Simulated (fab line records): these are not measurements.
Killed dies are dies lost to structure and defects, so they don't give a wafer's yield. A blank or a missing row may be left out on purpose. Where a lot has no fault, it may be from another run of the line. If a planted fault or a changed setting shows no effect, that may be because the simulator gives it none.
The tool behind it: which one?    flow nand-harc    13 lots (38 wafers sampled), 1 step of a 1159-step route

## WHAT THE GAUGES READ, wafer by wafer
NHARC_A_SLIT_OVL_MEAS_10.
lot   measured      on          overlay-x-nm (nm)  overlay-y-nm (nm)
L975  day 14 21:22  overlay-02  -0.2 -0.5 -0.4     0.0 -0.3 -0.2
L972  day 14 21:53  overlay-02  0.6 0.3 0.6        -0.4 -0.8 -0.4
L973  day 14 22:02  overlay-01  -0.6 -0.5 -0.8     0.3 -0.3 -0.2
L976  day 14 23:14  overlay-01  -0.9 -0.5 -0.6     0.2 -0.5 -0.1
L974  day 15 02:56  overlay-02  -0.3 0.3 0.0       -0.4 -0.6 -0.3
L979  day 16 02:04  overlay-02  0.4 -0.5 -0.4      -0.5 -0.9 -0.3
L980  day 16 11:14  overlay-02  0.4 0.4 0.5        0.1 0.3 -0.3
L982  day 16 11:28  overlay-01  1.6 1.4 1.6        -0.4 -0.4 -0.7
L985  day 17 05:01  overlay-01  -0.1 0.2 0.4       0.8 0.5 -0.3
L987  day 18 05:39  overlay-02  -0.3 -0.4          -0.9 -0.7
L991  day 19 00:55  overlay-01  -0.3 -0.3 -1.1     -1.1 -1.0 -1.2
L992  day 19 02:00  overlay-01  -0.8 -0.7 -1.0     -1.2 -1.2 -0.7
L993  day 19 10:04  overlay-02  -0.4 -0.7 -0.8     -0.8 -0.5 -0.9

## WHAT TOOL EACH LOT RAN ON (gives the tool, then ch and the chambers of the sampled wafers, and finally the start)
The record shows no process step preceding these readings.

## AS READ BY THE TOOLS THEMSELVES (means over the sampled wafers that have a number; for cases with no such wafer, the mark the record gives instead)
The record holds no such reading with a usual standard deviation.

## THE ANSWER, worked out from the rows above alone
Rule: what is usual is taken from the lots themselves. Put in order of their means at a reading, lots are off if they are a third of the lots or fewer, leave a main group of 4 or more, and stand apart from it by a gap of 3 or more times the standard deviation of the main group's means; of several such gaps the widest counts. The tables above print the reading to a certain number of digits; a main group whose means all agree to those digits is not used. Also off: a lot with no number at a reading for which 4 or more lots have one. Where the step has rows for the other lots, those lots are counted as sound. Order of review: gauges by route order, followed by the tools' own readings, for which a lot's mean as printed above is used. At the first step where some lot is off, the reading lying furthest off is the one used; lots without a number count as furthest.
Nothing can be told from this: no lot is off at any reading shown.

## WHAT THE SIMULATOR HAD PUT IN
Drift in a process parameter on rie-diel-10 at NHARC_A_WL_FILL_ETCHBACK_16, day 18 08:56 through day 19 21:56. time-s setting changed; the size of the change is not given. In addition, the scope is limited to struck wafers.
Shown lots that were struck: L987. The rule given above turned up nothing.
